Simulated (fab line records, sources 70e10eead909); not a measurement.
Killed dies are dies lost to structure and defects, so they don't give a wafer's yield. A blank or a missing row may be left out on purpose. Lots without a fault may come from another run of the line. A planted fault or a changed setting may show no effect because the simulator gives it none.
A struck lot beside a sound one | flow nand_harc | 13 steps out of a route of 1302
Sound: wafers L752.2, L752.3, L752.4. Struck: wafers L766.5, L766.6. (L766.3 of the same lot was not struck and is left out.) The cause comes at the end.
At each step with rows: each side's tool, then ch and its chambers, then its first start. Under that, the readings that differ: sound wafers | struck wafers | difference of the means | sigmas: that difference in standard deviations of wafers without a fault.
alike: readings whose means differ by less than 2 such deviations, and words and numbers that are the same on both sides. not compared: withheld readings, readings that some wafer has no value for, bounds like >300 that may hide the same value, and numbers for which the record gives no deviation and whose values overlap.
The two part at a step that has a row with sigmas, a row that says differs or no value, or rows on one side only. Numbers that don't overlap but have no deviation are shown without sigmas and don't part them. A reading that every wafer of one side lacks parts them only if that side has two wafers or more.

first, 1 step without rows for these wafers: NHARC_A_WL_FILL_CVD_03 (deposits W, target thk 40 nm, time 279 s).
NHARC_A_WL_FILL_ETCHBACK_04: etches the open film in NF3, target depth 60 nm, time 120 s.
  sound on rie_metal-03 ch 0,1, day 21 04:01; struck on rie_metal-01 ch 0,1, day 27 17:15
  alike: drypump_motor_current_A, oes_product_au, run_length_s
  not compared: rf_hours_counter_h
NHARC_A_WL_FILL_ETCHBACK_05: etches the open film in Cl2/BCl3, target depth 22 nm, time 60 s.
  sound on rie_metal-03 ch 0,1, day 21 04:16; struck on rie_metal-01 ch 0,1, day 27 17:28
  alike: drypump_motor_current_A, oes_product_au, run_length_s
  not compared: rf_hours_counter_h
then, 5 steps without rows for these wafers: NHARC_A_WL_FILL_STRIP_27 (strips in N2/H2, time 20 s); NHARC_A_WL_FILL_STRIP_28 (strips in post etch residue remover, time 1200 s); NHARC_A_WL_FILL_PRECLEAN_06 (cleans in DIW, time 300 s); NHARC_A_WL_FILL_SRD_07; NHARC_A_WL_FILL_ANNEAL_08 (time 1800 s).
NHARC_A_WL_FILL_ALD_10: deposits SiO2, target thk 50 nm, pulse time 10 s, ald cycles 500.
  sound on ald_hk-03 ch 0,1,2, day 21 11:39; struck on ald_hk-01 ch 2,3, day 28 00:33
  alike: heater_power_w, precursor_pulse_height_rel
NHARC_A_WL_FILL_ETCHBACK_16: etches the open film in C4F8/O2/Ar, target depth 120 nm, time 24 s.
  sound on rie_diel-01 ch 0,1,3; struck on rie_diel-02 ch 0,3
  reading                | sound       | struck | difference                    | sigmas
  rf_hours_counter_h (h) | 7.3 8.2 6.8 | - -    | no value on the struck wafers |
  alike: oes_product_au, rf_vpp_V, run_length_s
NHARC_A_WL_FILL_STRIP_29: strips in O2, time 20 s.
  sound on rie_diel-01 ch 1,2,3, day 21 16:25; struck on rie_diel-02 ch 2,3, day 28 03:14
  reading                | sound       | struck | difference                    | sigmas
  rf_hours_counter_h (h) | 8.4 8.2 6.8 | - -    | no value on the struck wafers |
  alike: drypump_motor_current_A, oes_product_au, rf_vpp_V, showerhead_plenum_p_Torr, throttle_valve_pct
NHARC_A_WL_FILL_ETCHBACK_17: etches the open film in Cl2/BCl3, target depth 4 nm, time 26.7 s.
  sound on rie_metal-03 ch 1, day 21 16:32; struck on rie_metal-03 ch 0,1, day 28 03:22
  reading          | sound          | struck    | difference | sigmas
  run_length_s (s) | 48.3 48.5 48.3 | 35.3 34.8 | -13.3      | -40
  alike: drypump_motor_current_A, oes_product_au
  not compared: rf_hours_counter_h
then, 1 step without rows for these wafers: NHARC_A_WL_FILL_PRECLEAN_18 (cleans in dHF, time 30 s).

WHERE THEY PART
First at NHARC_A_WL_FILL_ETCHBACK_16; last, within this record, at NHARC_A_WL_FILL_ETCHBACK_17.

WHY: what the simulator had put in
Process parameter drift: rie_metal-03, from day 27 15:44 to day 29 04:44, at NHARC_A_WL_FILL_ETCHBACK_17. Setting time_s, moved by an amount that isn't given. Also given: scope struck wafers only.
